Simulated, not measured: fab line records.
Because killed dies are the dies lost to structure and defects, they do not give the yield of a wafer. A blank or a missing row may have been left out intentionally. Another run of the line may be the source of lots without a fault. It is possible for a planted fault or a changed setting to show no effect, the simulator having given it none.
Matching of chambers :: flow nand_harc :: 4 sister chambers for NHARC_P_M0_STRIP_18 on rie_diel-13
The step strips in N2/H2. 4 wafers are shown with their chamber, then 8 later ones without.

== EACH WAFER AND ITS CHAMBER ==
wafer: L957.4
chamber: 1
showerhead_plenum_p_Torr (Torr): 2.04

wafer: L964.4
chamber: 0
showerhead_plenum_p_Torr (Torr): 2.04

wafer: L964.6
chamber: 2
showerhead_plenum_p_Torr (Torr): 1.97

wafer: L970.1
chamber: 3
showerhead_plenum_p_Torr (Torr): 2.18

== WAFERS MISSING THEIR CHAMBER ==
wafer: L970.3
showerhead_plenum_p_Torr (Torr): 2.03

wafer: L970.4
showerhead_plenum_p_Torr (Torr): 1.97

wafer: L972.2
showerhead_plenum_p_Torr (Torr): 2.18

wafer: L972.3
showerhead_plenum_p_Torr (Torr): 2.03

wafer: L972.4
showerhead_plenum_p_Torr (Torr): 2.03

wafer: L973.3
showerhead_plenum_p_Torr (Torr): 2.03

wafer: L973.5
showerhead_plenum_p_Torr (Torr): 2.18

wafer: L973.6
showerhead_plenum_p_Torr (Torr): 2.03

== WHICH CHAMBER EACH ONE RAN IN ==
wafer: L970.3
from the rows above: can't be placed: 0 or 1
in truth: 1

wafer: L970.4
from the rows above: 2
in truth: 2

wafer: L972.2
from the rows above: 3
in truth: 3

wafer: L972.3
from the rows above: can't be placed: 0 or 1
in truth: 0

wafer: L972.4
from the rows above: can't be placed: 0 or 1
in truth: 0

wafer: L973.3
from the rows above: can't be placed: 0 or 1
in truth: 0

wafer: L973.5
from the rows above: 3
in truth: 3

wafer: L973.6
from the rows above: can't be placed: 0 or 1
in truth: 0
Placed correctly: 3 of 8. From these rows, 5 cannot be placed; in 5 the true chamber is one of the candidates. Placed wrongly: 0.
How it was worked out, from the rows above alone: a wafer's distance from a chamber is the root of the sum, over the readings, of the square of ((its reading less the chamber's mean) divided by the reading's scatter). The wafer belongs to the nearest chamber; if the next one is less than 2 further off, it can't be placed. Each chamber's mean is taken over the wafers shown for it. The scatter: root of mean squared gap, hidden wafer to nearest shown wafer, with one shown wafer a chamber.
